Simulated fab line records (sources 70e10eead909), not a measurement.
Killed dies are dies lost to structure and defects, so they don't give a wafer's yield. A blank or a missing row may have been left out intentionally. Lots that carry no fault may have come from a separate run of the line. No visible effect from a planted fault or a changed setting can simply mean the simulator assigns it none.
Which tool was responsible?    flow nand_harc    Sampling: 14 lots, 42 wafers, 5 of 1159 route steps

== WHAT EACH GAUGE READ, for each wafer ==
NHARC_END_SORT_01. Usual: killed_at_array 28, standard deviation 11; killed_at_other 0.8, standard deviation 1.1; killed_at_periphery 3.3, standard deviation 2.8; killed_dies 32, standard deviation 11; killed_open 3.3, standard deviation 1.9; killed_short 1.9, standard deviation 1.4.
lot   measured      on         killed_at_array  killed_at_other  killed_at_periphery  killed_dies  killed_open  killed_short  flag
L451  day 24 11:25  prober-01  100 109 95       3 1 2            6 2 3                109 112 100  2 5 4        3 1 4         OFF
L453  day 24 17:31  prober-02  97 84 87         0 2 2            0 2 2                97 88 91     2 6 1        2 1 1         OFF
L454  day 25 01:14  prober-02  98 102 115       0 1 0            1 2 2                99 105 117   2 6 5        4 2 1         OFF

== TOOL THAT RAN EACH LOT (tool first, then ch and the chambers of the sampled wafers, then the start) ==
lot   NHARC_A_CONTACT_ETCH_116              NHARC_THIN_TSV_PRE_CLEAN_54   NHARC_THIN_TSV_ETCH_36             NHARC_THIN_TSV_STRIP_56
L435  har_cap_etch-02 ch 1, day 16 12:51    pvd_sputter-01, day 19 06:35  rie_metal-01 ch 0,1, day 19 08:06  plasma_asher-01 ch 1, day 19 08:11
L434  har_cap_etch-03 ch 0,1, day 16 13:17  pvd_sputter-01, day 19 07:35  rie_metal-02 ch 0,1, day 19 09:14  plasma_asher-01 ch 0,1, day 19 09:20
L436  har_cap_etch-02 ch 0,1, day 17 00:16  pvd_sputter-01, day 19 08:45  rie_metal-03 ch 0,1, day 19 10:16  plasma_asher-01 ch 0,1, day 19 10:27
L437  har_cap_etch-03 ch 0,1, day 17 01:35  pvd_sputter-03, day 19 09:59  rie_metal-01 ch 0,1, day 19 11:37  plasma_asher-02 ch 0,1, day 19 11:51
L438  har_cap_etch-02 ch 0,1, day 17 09:36  pvd_sputter-01, day 20 02:46  rie_metal-01 ch 0,1, day 20 04:23  plasma_asher-02 ch 0,1, day 20 04:29
L439  har_cap_etch-03 ch 0,1, day 17 13:57  pvd_sputter-01, day 20 04:15  rie_metal-02 ch 0,1, day 20 05:53  plasma_asher-02 ch 0,1, day 20 06:03
L443  har_cap_etch-03 ch 0,1, day 18 16:45  pvd_sputter-02, day 21 06:01  rie_metal-01 ch 0,1, day 21 07:29  plasma_asher-02 ch 0,1, day 21 07:42
L448  har_cap_etch-03 ch 0,1, day 19 09:06  pvd_sputter-03, day 21 18:21  rie_metal-02 ch 0,1, day 21 19:56  plasma_asher-02 ch 0,1, day 21 20:05
L449  har_cap_etch-01 ch 0,1, day 20 21:47  pvd_sputter-03, day 23 12:55  rie_metal-03 ch 0,1, day 23 14:32  plasma_asher-01 ch 0,1, day 23 15:02
L451  har_cap_etch-01 ch 0,1, day 21 05:24  pvd_sputter-03, day 23 17:37  rie_metal-03 ch 0,1, day 23 19:07  plasma_asher-02 ch 0,1, day 23 19:32
L453  har_cap_etch-01 ch 0,1, day 21 12:33  pvd_sputter-02, day 23 20:48  rie_metal-01 ch 0,1, day 23 22:25  plasma_asher-02 ch 1, day 23 22:34
L454  har_cap_etch-01 ch 0,1, day 21 15:37  pvd_sputter-01, day 24 03:01  rie_metal-01 ch 0,1, day 24 04:47  plasma_asher-01 ch 0,1, day 24 04:56
L455  har_cap_etch-02 ch 0,1, day 21 23:56  pvd_sputter-01, day 24 11:52  rie_metal-01 ch 0,1, day 24 13:32  plasma_asher-02 ch 0,1, day 24 13:42
L457  har_cap_etch-02 ch 0,1, day 22 10:10  pvd_sputter-03, day 24 20:53  rie_metal-02 ch 0,1, day 24 22:29  plasma_asher-02 ch 0,1, day 24 22:40
- NHARC_A_CONTACT_ETCH_116: etches the open film in C4F8/O2/Ar, time 94 s, target depth 922 nm.
- NHARC_THIN_TSV_PRE_CLEAN_54: time 30 s.
- NHARC_THIN_TSV_ETCH_36: etches the open film in Cl2/BCl3, target depth 65 nm, time 18.571 s.
- NHARC_THIN_TSV_STRIP_56: strips in O2.

== WHAT THE TOOLS THEMSELVES READ (means of the sampled wafers that have a number; where no wafer has one, the mark that the record gives instead) ==
NHARC_THIN_TSV_PRE_CLEAN_54. Usual: heater_power_w at 397 W, with a standard deviation of 33.
lot   tool            heater_power_w (W)  flag
L435  pvd_sputter-01  407                 
L434  pvd_sputter-01  410                 
L436  pvd_sputter-01  428                 
L437  pvd_sputter-03  386                 
L438  pvd_sputter-01  412                 
L439  pvd_sputter-01  415                 
L443  pvd_sputter-02  393                 
L448  pvd_sputter-03  385                 
L449  pvd_sputter-03  390                 
L451  pvd_sputter-03  409                 
L453  pvd_sputter-02  373                 
L454  pvd_sputter-01  419                 
L455  pvd_sputter-01  413                 
L457  pvd_sputter-03  395                 

NHARC_THIN_TSV_ETCH_36. Usual: drypump_motor_current_A 5.9 A, standard deviation 0.42; oes_product_au 0.993 a.u., standard deviation 0.012.
lot   tool          drypump_motor_current_A (A)  oes_product_au (a.u.)  flag
L435  rie_metal-01  5.7                          0.993                  
L434  rie_metal-02  6.0                          1.004                  
L436  rie_metal-03  5.8                          1.001                  
L437  rie_metal-01  5.7                          0.999                  
L438  rie_metal-01  6.0                          0.994                  
L439  rie_metal-02  6.0                          1.000                  
L443  rie_metal-01  5.7                          0.983                  
L448  rie_metal-02  6.0                          0.998                  
L449  rie_metal-03  5.6                          0.993                  
L451  rie_metal-03  5.6                          0.994                  
L453  rie_metal-01  5.7                          0.985                  
L454  rie_metal-01  6.1                          0.985                  
L455  rie_metal-01  6.0                          0.976                  
L457  rie_metal-02  6.2                          0.976                  

NHARC_THIN_TSV_STRIP_56. Usual: drypump_motor_current_A 5.6 A, standard deviation 0.43; heater_power_w 335 W, standard deviation 24; rf_refl_power_W 22 W, standard deviation 6.
lot   tool             drypump_motor_current_A (A)  heater_power_w (W)  rf_refl_power_W (W)  flag
L435  plasma_asher-01  5.8                          327                 18                   
L434  plasma_asher-01  5.6                          352                 20                   
L436  plasma_asher-01  5.7                          339                 19                   
L437  plasma_asher-02  5.7                          324                 24                   
L438  plasma_asher-02  5.7                          328                 -                    OFF
L439  plasma_asher-02  5.7                          328                 24                   
L443  plasma_asher-02  5.7                          323                 -                    OFF
L448  plasma_asher-02  5.7                          322                 25                   
L449  plasma_asher-01  5.6                          354                 19                   
L451  plasma_asher-02  5.3                          310                 -                    OFF
L453  plasma_asher-02  4.9                          296                 33                   
L454  plasma_asher-01  5.6                          354                 20                   
L455  plasma_asher-02  5.3                          309                 -                    OFF
L457  plasma_asher-02  5.3                          309                 30                   

== THE ANSWER, worked out from the rows above alone ==
Rule: a lot is off if the mean of its wafers that have a number lies more than 3 standard deviations from the usual mean. Also off: a lot with no number at a reading for which 4 or more lots have one. Any other lot the step has rows for is counted as sound. Order of review: gauges by route order, followed by the tools' own readings, for which a lot's mean as printed above is used. The first step at which some lot is off is used, and at that step the reading that is off furthest; a lot without a number counts as furthest.
Off: L451, L453, L454 (NHARC_END_SORT_01, killed_at_array). Neither off nor sound, because the step has no rows for them: L435, L434, L436, L437, L438, L439, L443, L448, L449, L455, L457.
A tool fits if, at a process step before that reading, it ran every lot that is off, and no sound lot after the first of them. The gauges at NHARC_END_SORT_01 are tried like those tools. One fits: NHARC_A_CONTACT_ETCH_116 on har_cap_etch-01. It ran no sound lot before its first lot that is off in this sample, so the start can't be narrowed down.

== WHAT THE SIMULATOR HAD INSERTED ==
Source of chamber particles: har_cap_etch-01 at NHARC_A_CONTACT_ETCH_116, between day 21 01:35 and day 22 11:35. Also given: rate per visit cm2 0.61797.
Struck lots among those shown: L451, L453, L454. The rule given above showed the same thing.
